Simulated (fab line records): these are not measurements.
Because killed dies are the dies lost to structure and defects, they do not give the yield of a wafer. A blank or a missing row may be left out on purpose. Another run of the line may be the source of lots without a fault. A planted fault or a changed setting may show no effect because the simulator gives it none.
What tool caused it? + flow n5Finfet + 9 lots with 27 wafers sampled at 5 steps, on a route of 1938 steps

== WHAT THE GAUGES READ, wafer by wafer ==
N5_BEOL_M4_RC_MEAS_101. Usual: DIBL_N 36.7 mV/V, standard deviation 2.4; DIBL_P 37.4 mV/V, standard deviation 2.9; IOFF_N 0.18 nA/um, standard deviation 0.05; IOFF_P 0.23 nA/um, standard deviation 0.058; ION_N 683 uA/um, standard deviation 16; ION_P 467 uA/um, standard deviation 11; SS_N 71.7 mV/dec, standard deviation 0.77; SS_P 73.5 mV/dec, standard deviation 0.87; VT_N 249 mV, standard deviation 4.3; VT_P -250 mV, standard deviation 4.4.
| lot  | measured     | on        | DIBL_N (mV/V)  | DIBL_P (mV/V)  | IOFF_N (nA/um) | IOFF_P (nA/um) | ION_N (uA/um) | ION_P (uA/um) | SS_N (mV/dec)  | SS_P (mV/dec)  | VT_N (mV)   | VT_P (mV)      | flag |
|------|--------------|-----------|----------------|----------------|----------------|----------------|---------------|---------------|----------------|----------------|-------------|----------------|------|
| L684 | day 9 09:02  | prober-01 | 36.1 37.2 36.5 | 36.6 36.7 36.5 | 0.17 0.17 0.17 | 0.26 0.24 0.24 | 687 664 688   | 481 454 474   | 71.3 72.0 71.9 | 73.1 73.6 73.3 | 246 249 249 | -246 -246 -248 |      |
| L685 | day 9 10:56  | prober-02 | 32.5 34.6 34.8 | 34.2 35.3 36.9 | 0.14 0.14 0.16 | 0.19 0.19 0.23 | 686 671 694   | 485 463 486   | 69.9 71.3 70.7 | 72.6 73.1 73.0 | 249 252 247 | -249 -250 -247 |      |
| L687 | day 10 00:06 | prober-01 | 38.4 38.5 37.4 | 38.5 38.8 36.5 | 0.19 0.21 0.18 | 0.28 0.29 0.26 | 692 703 680   | 482 484 470   | 72.2 72.1 72.1 | 74.2 73.7 73.5 | 249 245 245 | -246 -246 -246 |      |
| L689 | day 10 11:44 | prober-01 | 37.4 36.5 38.0 | 38.8 35.5 38.7 | 0.19 0.15 0.19 | 0.24 0.18 0.24 | 682 667 697   | 463 448 475   | 72.1 71.5 72.1 | 73.5 71.9 73.1 | 248 251 245 | -250 -253 -249 |      |
| L691 | day 11 04:23 | prober-01 | 39.9 40.1 38.0 | 40.6 41.1 40.3 | 0.24 0.24 0.19 | 0.30 0.30 0.28 | 686 701 673   | 472 468 465   | 72.7 73.2 71.8 | 74.0 74.5 74.7 | 245 249 247 | -245 -246 -243 |      |
| L692 | day 11 11:25 | prober-02 | 40.2 36.4 40.9 | 40.8 36.5 42.7 | 0.23 0.16 0.29 | 0.29 0.22 0.33 | 690 691 711   | 473 476 480   | 73.1 71.3 72.8 | 74.3 72.9 74.5 | 243 247 238 | -246 -249 -242 |      |
| L694 | day 11 19:21 | prober-01 | 39.2 36.9 36.5 | 41.4 37.3 37.2 | 0.21 0.16 0.14 | 0.29 0.22 0.20 | 693 668 665   | 474 459 456   | 72.1 71.3 71.3 | 74.3 72.6 73.1 | 249 250 253 | -245 -251 -253 |      |
| L698 | day 12 21:37 | prober-01 | 37.9 34.5 35.7 | 40.9 35.3 38.1 | 0.19 0.13 0.16 | 0.23 0.15 0.19 | 669 664 666   | 459 449 449   | 72.2 71.4 71.5 | 73.8 72.8 73.4 | 248 251 247 | -251 -256 -254 |      |
| L701 | day 13 12:54 | prober-02 | 36.6 37.9 37.5 | 38.0 38.7 39.5 | 0.18 0.18 0.22 | 0.20 0.21 0.24 | 698 673 697   | 473 456 466   | 71.7 71.9 72.2 | 73.0 73.6 73.6 | 247 249 243 | -252 -252 -249 |      |

== EACH LOT AND THE TOOL THAT RAN IT (in order: tool; ch and the chambers of the sampled wafers; start) ==
| lot  | N5_DUMMY_GATE_TRIM_49          | N5_DUMMY_GATE_ETCH_31            | N5_SPACER0_ALD_00               | N5_SD_EPI_N_COAT_03             |
|------|--------------------------------|----------------------------------|---------------------------------|---------------------------------|
| L684 | rieSi-04 ch 0,2,3, day 4 15:13 | rieDiel-02 ch 0,1,3, day 4 15:25 | aldSin-01 ch 1,2,3, day 4 16:23 | lithoTrack-01 ch 0, day 4 16:50 |
| L685 | rieSi-04 ch 0,2,3, day 4 16:52 | rieDiel-05 ch 0,1,3, day 4 17:04 | aldSin-01 ch 1,3, day 4 17:59   | lithoTrack-03 ch 0, day 4 18:26 |
| L687 | rieSi-06 ch 0,2,3, day 5 04:34 | rieDiel-06 ch 1,2, day 5 04:54   | aldSin-04 ch 1,2, day 5 05:57   | lithoTrack-01 ch 0, day 5 06:24 |
| L689 | rieSi-04 ch 0,3, day 5 18:04   | rieDiel-02 ch 1,2,3, day 5 18:31 | aldSin-01 ch 1,2,3, day 5 20:19 | lithoTrack-03 ch 0, day 5 20:46 |
| L691 | rieSi-04 ch 0,1,3, day 6 04:55 | rieDiel-06 ch 1,3, day 6 05:07   | aldSin-03 ch 0,2,3, day 6 06:30 | lithoTrack-01 ch 0, day 6 06:57 |
| L692 | rieSi-03 ch 0,2, day 6 13:27   | rieDiel-05 ch 1,3, day 6 13:38   | aldSin-03 ch 0,1, day 6 14:34   | lithoTrack-03 ch 0, day 6 15:01 |
| L694 | rieSi-04 ch 1,2,3, day 6 21:22 | rieDiel-06 ch 0,1,2, day 6 21:34 | aldSin-04 ch 0,1,3, day 6 22:37 | lithoTrack-03 ch 0, day 6 22:56 |
| L698 | rieSi-03 ch 2,3, day 7 23:26   | rieDiel-05 ch 0,1,2, day 7 23:38 | aldSin-03 ch 1,3, day 8 00:37   | lithoTrack-03 ch 0, day 8 01:04 |
| L701 | rieSi-03 ch 1,2,3, day 8 17:23 | rieDiel-05 ch 0,1,3, day 8 17:38 | aldSin-04 ch 0,1,3, day 8 18:33 | lithoTrack-01 ch 0, day 8 19:00 |
- N5_DUMMY_GATE_TRIM_49: chemistry O2, time 29 s, target cd 14 nm.
- N5_DUMMY_GATE_ETCH_31: etches SiO2 in C4F6/O2, target depth 82.5 nm, time 27.5 s.
- N5_SPACER0_ALD_00: deposits SiOCN, target thk 3.5 nm, pulse time 3 s, purge time 2 s.
- N5_SD_EPI_N_COAT_03: resist thk 150 nm.

== WHAT THE TOOLS THEMSELVES READ (means of the sampled wafers that have a number; where no wafer has one, the mark that the record gives instead) ==
N5_DUMMY_GATE_TRIM_49. Usual: drypumpMotorCurrentA 5.7 A, standard deviation 0.55; heBacksideLeakSccm 2.74 sccm, standard deviation 0.26; oesProductAu 0.994 a.u., standard deviation 0.016; throttleValvePct 8.15 %, standard deviation 0.095.
| lot  | tool     | drypumpMotorCurrentA (A) | heBacksideLeakSccm (sccm) | oesProductAu (a.u.) | throttleValvePct (%) | flag |
|------|----------|--------------------------|---------------------------|---------------------|----------------------|------|
| L684 | rieSi-04 | 5.7                      | 2.79                      | 1.005               | 8.11                 |      |
| L685 | rieSi-04 | 5.7                      | 2.88                      | 1.001               | 8.12                 |      |
| L687 | rieSi-06 | 5.4                      | 2.72                      | 0.990               | 8.24                 |      |
| L689 | rieSi-04 | 5.9                      | 2.97                      | 0.998               | 8.13                 |      |
| L691 | rieSi-04 | 5.8                      | 2.93                      | 0.994               | 8.17                 |      |
| L692 | rieSi-03 | 6.3                      | 2.87                      | 0.970               | 8.18                 |      |
| L694 | rieSi-04 | 5.6                      | 2.73                      | 1.004               | 8.15                 |      |
| L698 | rieSi-03 | 5.5                      | 2.56                      | 0.992               | 8.12                 |      |
| L701 | rieSi-03 | 5.7                      | 2.61                      | 0.985               | 8.12                 |      |

N5_DUMMY_GATE_ETCH_31. Usual: drypumpMotorCurrentA 5.5 A, standard deviation 0.43; oesProductAu 0.82 a.u., standard deviation 0.083; rfVppV 655 V, standard deviation 21; showerheadPlenumPTorr 2.87 Torr, standard deviation 0.1; throttleValvePct 21.05 %, standard deviation 0.15.
| lot  | tool       | drypumpMotorCurrentA (A) | oesProductAu (a.u.) | rfVppV (V) | showerheadPlenumPTorr (Torr) | throttleValvePct (%) | flag |
|------|------------|--------------------------|---------------------|------------|------------------------------|----------------------|------|
| L684 | rieDiel-02 | 5.5                      | 0.78                | 653        | 2.87                         | 21.07                |      |
| L685 | rieDiel-05 | 5.7                      | 0.91                | 667        | 2.91                         | 21.10                |      |
| L687 | rieDiel-06 | 4.9                      | 0.75                | 635        | 2.88                         | 21.11                |      |
| L689 | rieDiel-02 | 5.8                      | 0.76                | 638        | 2.85                         | 21.07                |      |
| L691 | rieDiel-06 | 5.1                      | 0.72                | 629        | 2.76                         | 21.08                |      |
| L692 | rieDiel-05 | 5.6                      | 0.90                | 659        | 2.93                         | 21.22                |      |
| L694 | rieDiel-06 | 5.3                      | 0.83                | 650        | 2.90                         | 21.04                |      |
| L698 | rieDiel-05 | 5.7                      | 0.86                | 666        | 2.93                         | 21.09                |      |
| L701 | rieDiel-05 | 5.7                      | 0.85                | 667        | 2.90                         | 21.15                |      |

N5_SPACER0_ALD_00. Usual: chamberPressureTorr 2.000 Torr, standard deviation 0.0045; heaterPowerW 837 W, standard deviation 63; precursorPulseHeightRel 1.002, standard deviation 0.022.
| lot  | tool      | chamberPressureTorr (Torr) | heaterPowerW (W) | precursorPulseHeightRel | flag |
|------|-----------|----------------------------|------------------|-------------------------|------|
| L684 | aldSin-01 | 2.001                      | 797              | 1.021                   |      |
| L685 | aldSin-01 | 2.001                      | 772              | 1.001                   |      |
| L687 | aldSin-04 | 2.002                      | 857              | 1.026                   |      |
| L689 | aldSin-01 | 2.003                      | 801              | 0.996                   |      |
| L691 | aldSin-03 | 1.998                      | 835              | 1.022                   |      |
| L692 | aldSin-03 | 1.997                      | 792              | 0.999                   |      |
| L694 | aldSin-04 | 2.002                      | 820              | 1.028                   |      |
| L698 | aldSin-03 | 2.001                      | 892              | 0.984                   |      |
| L701 | aldSin-04 | 1.999                      | 833              | 0.997                   |      |

N5_SD_EPI_N_COAT_03. Usual: 1499.9 rpm for spinSpeedRpm, sd 0.82.
| lot  | tool          | spinSpeedRpm (rpm) | flag |
|------|---------------|--------------------|------|
| L684 | lithoTrack-01 | 1499.4             |      |
| L685 | lithoTrack-03 | 1500.2             |      |
| L687 | lithoTrack-01 | 1500.5             |      |
| L689 | lithoTrack-03 | 1500.2             |      |
| L691 | lithoTrack-01 | 1500.2             |      |
| L692 | lithoTrack-03 | 1500.0             |      |
| L694 | lithoTrack-03 | 1455.1             | OFF  |
| L698 | lithoTrack-03 | 1453.6             | OFF  |
| L701 | lithoTrack-01 | 1500.3             |      |

== THE ANSWER, worked out from the rows above alone ==
Rule: lot off if the mean of its wafers having a number is beyond 3 standard deviations from the usual mean. A lot without any number at a reading at which 4 lots or more have one is off too. Any other lot the step has rows for is counted as sound. First the gauges in route order, then the tools' own readings, where a lot's mean is used as printed above. At the first step where some lot is off, the reading lying furthest off is the one used; lots without a number count as furthest.
Off: L694, L698 (N5_SD_EPI_N_COAT_03, spinSpeedRpm).
A tool fits if, at that step or a process step before it, it ran every lot that is off, and no sound lot after the first of them. One candidate fits, namely lithoTrack-03 at N5_SD_EPI_N_COAT_03. A fault onset in the window from L692 (day 6 15:01, its last sound lot) to L694 (day 6 22:56, its first lot off) fits.
On the lots that are off, the tool's own readings at N5_SD_EPI_N_COAT_03 differ by more than 5 times the standard deviation of the sound lots' means, which bears it out; spinSpeedRpm reads 1454.3 rpm there versus 1500.1 rpm on the sound lots.

== WHAT THE SIMULATOR PUT IN ==
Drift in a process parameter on lithoTrack-03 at N5_SD_EPI_N_COAT_03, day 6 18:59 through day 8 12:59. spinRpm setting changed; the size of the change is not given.
Lots struck among those shown: L694, L698. The same result came from the rule above.
